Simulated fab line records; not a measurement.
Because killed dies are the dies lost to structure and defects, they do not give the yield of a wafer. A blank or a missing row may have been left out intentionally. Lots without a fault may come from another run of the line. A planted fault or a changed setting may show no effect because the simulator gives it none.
Matching of chambers / flow n5-finfet / N5_MOL_CONTACT_COAG_ETCH_47 on rie-diel-04 has 4 sister chambers
The step etches SiNx in CH3F/O2, stops on W, target depth 27 nm. 4 wafers are shown with their chamber, then 7 later ones without.

## WAFERS WITH THEIR CHAMBER
wafer=L075.5; chamber=3; showerhead-plenum-p-Torr (Torr)=1.98
wafer=L091.6; chamber=2; showerhead-plenum-p-Torr (Torr)=1.95
wafer=L093.2; chamber=0; showerhead-plenum-p-Torr (Torr)=2.13
wafer=L093.3; chamber=1; showerhead-plenum-p-Torr (Torr)=1.95

## WAFERS MISSING THEIR CHAMBER
wafer=L093.4; showerhead-plenum-p-Torr (Torr)=1.95
wafer=L094.2; showerhead-plenum-p-Torr (Torr)=2.13
wafer=L094.3; showerhead-plenum-p-Torr (Torr)=1.95
wafer=L094.4; showerhead-plenum-p-Torr (Torr)=1.96
wafer=L096.1; showerhead-plenum-p-Torr (Torr)=2.13
wafer=L096.2; showerhead-plenum-p-Torr (Torr)=1.95
wafer=L096.4; showerhead-plenum-p-Torr (Torr)=1.95

## THE CHAMBER EACH PASSED THROUGH
wafer=L093.4; from the rows above=can't be placed: 1 or 2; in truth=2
wafer=L094.2; from the rows above=0; in truth=0
wafer=L094.3; from the rows above=can't be placed: 1 or 2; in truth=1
wafer=L094.4; from the rows above=can't be placed: 1 or 2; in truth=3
wafer=L096.1; from the rows above=0; in truth=0
wafer=L096.2; from the rows above=can't be placed: 1 or 2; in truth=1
wafer=L096.4; from the rows above=can't be placed: 1 or 2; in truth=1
Placed correctly: 2 of 7. These rows do not allow placing 5 (true chamber among the candidates in 4). Placed wrongly: 0.
How it was worked out, from the rows above alone: a wafer's distance from a chamber is the root of the sum, over the readings, of the square of ((its reading less the chamber's mean) divided by the reading's scatter). The wafer belongs to the nearest chamber; if the next one is less than 2 further off, it can't be placed. Each chamber's mean is taken over the wafers shown for it. The scatter (one wafer shown for each chamber): square how far every hidden wafer sits from the nearest shown wafer, average those squares and take the square root.
